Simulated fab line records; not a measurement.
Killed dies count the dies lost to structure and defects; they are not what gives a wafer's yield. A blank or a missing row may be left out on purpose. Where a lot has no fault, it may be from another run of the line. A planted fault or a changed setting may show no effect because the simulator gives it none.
Chamber matching :: flow n5-finfet :: ald-sin-02 running N5_FIN_SAQP_SPACER1_ALD_24: 4 sister chambers
The step deposits SiO2, target thk 20.3 nm, pulse time 1 s, purge time 2 s. 18 wafers are shown with their chamber, then 8 later ones without.

== WAFERS WITH THEIR CHAMBER ==
wafer: L153.1
chamber: 0
heater-power-w (W): 565
susceptor-temp-C (C): 300.14
precursor-pulse-height-rel: 1.014

wafer: L153.2
chamber: 2
heater-power-w (W): 443
susceptor-temp-C (C): 300.11
precursor-pulse-height-rel: 1.018

wafer: L153.3
chamber: 3
heater-power-w (W): 531
susceptor-temp-C (C): 299.86
precursor-pulse-height-rel: 0.997

wafer: L154.1
chamber: 3
heater-power-w (W): 529
susceptor-temp-C (C): 299.90
precursor-pulse-height-rel: 0.982

wafer: L154.2
chamber: 1
heater-power-w (W): 455
susceptor-temp-C (C): 299.81
precursor-pulse-height-rel: 1.002

wafer: L154.4
chamber: 0
heater-power-w (W): 562
susceptor-temp-C (C): 300.27
precursor-pulse-height-rel: 1.011

wafer: L157.1
chamber: 3
heater-power-w (W): 531
susceptor-temp-C (C): 300.17
precursor-pulse-height-rel: 0.953

wafer: L157.2
chamber: 1
heater-power-w (W): 459
susceptor-temp-C (C): 300.22
precursor-pulse-height-rel: 1.034

wafer: L157.3
chamber: 2
heater-power-w (W): 444
susceptor-temp-C (C): 300.09
precursor-pulse-height-rel: 0.972

wafer: L159.2
chamber: 3
heater-power-w (W): 532
susceptor-temp-C (C): 299.94
precursor-pulse-height-rel: 1.021

wafer: L159.5
chamber: 1
heater-power-w (W): 459
susceptor-temp-C (C): 300.41
precursor-pulse-height-rel: 1.008

wafer: L159.6
chamber: 0
heater-power-w (W): 547
susceptor-temp-C (C): 299.87
precursor-pulse-height-rel: 0.975

wafer: L162.1
chamber: 1
heater-power-w (W): 449
susceptor-temp-C (C): 300.12
precursor-pulse-height-rel: 0.989

wafer: L162.3
chamber: 3
heater-power-w (W): 532
susceptor-temp-C (C): 299.78
precursor-pulse-height-rel: 1.014

wafer: L162.5
chamber: 1
heater-power-w (W): 443
susceptor-temp-C (C): 300.04
precursor-pulse-height-rel: 0.986

wafer: L165.2
chamber: 3
heater-power-w (W): 525
susceptor-temp-C (C): 299.66
precursor-pulse-height-rel: 0.974

wafer: L165.5
chamber: 0
heater-power-w (W): 553
susceptor-temp-C (C): 299.86
precursor-pulse-height-rel: 0.992

wafer: L165.6
chamber: 2
heater-power-w (W): 450
susceptor-temp-C (C): 299.77
precursor-pulse-height-rel: 0.996

SIGNATURES, as means of the wafers listed above
reading: heater-power-w
chamber 0: 556.75
chamber 1: 453.00
chamber 2: 445.67
chamber 3: 530.00
scatter within a chamber: 5.74

reading: susceptor-temp-C
chamber 0: 300.0350
chamber 1: 300.1200
chamber 2: 299.9900
chamber 3: 299.8850
scatter within a chamber: 0.196

reading: precursor-pulse-height-rel
chamber 0: 0.99800
chamber 1: 1.00380
chamber 2: 0.99533
chamber 3: 0.99017
scatter within a chamber: 0.022
Rule: for a wafer and a chamber, the distance is found by dividing, reading by reading, the gap between the wafer's reading and the chamber's mean by the reading's scatter, squaring, summing and taking the root. If the next closest chamber is less than 2 further off than the closest, the wafer can't be placed; otherwise it belongs to the closest. How the scatter is found: for the shown wafers, subtract from each reading the mean of its chamber, square and add these, divide the total by (wafers less chambers), then take the root.

== WAFERS MISSING THEIR CHAMBER ==
wafer: L166.3
heater-power-w (W): 558
susceptor-temp-C (C): 299.99
precursor-pulse-height-rel: 0.991

wafer: L166.5
heater-power-w (W): 442
susceptor-temp-C (C): 300.06
precursor-pulse-height-rel: 0.983

wafer: L166.6
heater-power-w (W): 533
susceptor-temp-C (C): 300.10
precursor-pulse-height-rel: 0.991

wafer: L167.1
heater-power-w (W): 450
susceptor-temp-C (C): 300.06
precursor-pulse-height-rel: 1.006

wafer: L167.3
heater-power-w (W): 438
susceptor-temp-C (C): 300.24
precursor-pulse-height-rel: 1.036

wafer: L167.4
heater-power-w (W): 537
susceptor-temp-C (C): 299.64
precursor-pulse-height-rel: 1.025

wafer: L169.1
heater-power-w (W): 562
susceptor-temp-C (C): 299.86
precursor-pulse-height-rel: 0.972

wafer: L169.5
heater-power-w (W): 446
susceptor-temp-C (C): 300.31
precursor-pulse-height-rel: 1.017

== CHAMBER TAKEN BY EACH ==
wafer: L166.3
from the rows above: 0
in truth: 0

wafer: L166.5
from the rows above: can't be placed: 2 or 1
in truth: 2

wafer: L166.6
from the rows above: 3
in truth: 3

wafer: L167.1
from the rows above: can't be placed: 1 or 2
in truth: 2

wafer: L167.3
from the rows above: can't be placed: 2 or 1
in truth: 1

wafer: L167.4
from the rows above: can't be placed: 3 or 0
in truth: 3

wafer: L169.1
from the rows above: 0
in truth: 0

wafer: L169.5
from the rows above: can't be placed: 1 or 2
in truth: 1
Correct placement for 3 of the 8. From these rows, 5 cannot be placed; in 5 the true chamber is one of the candidates. Number placed wrongly: 0.
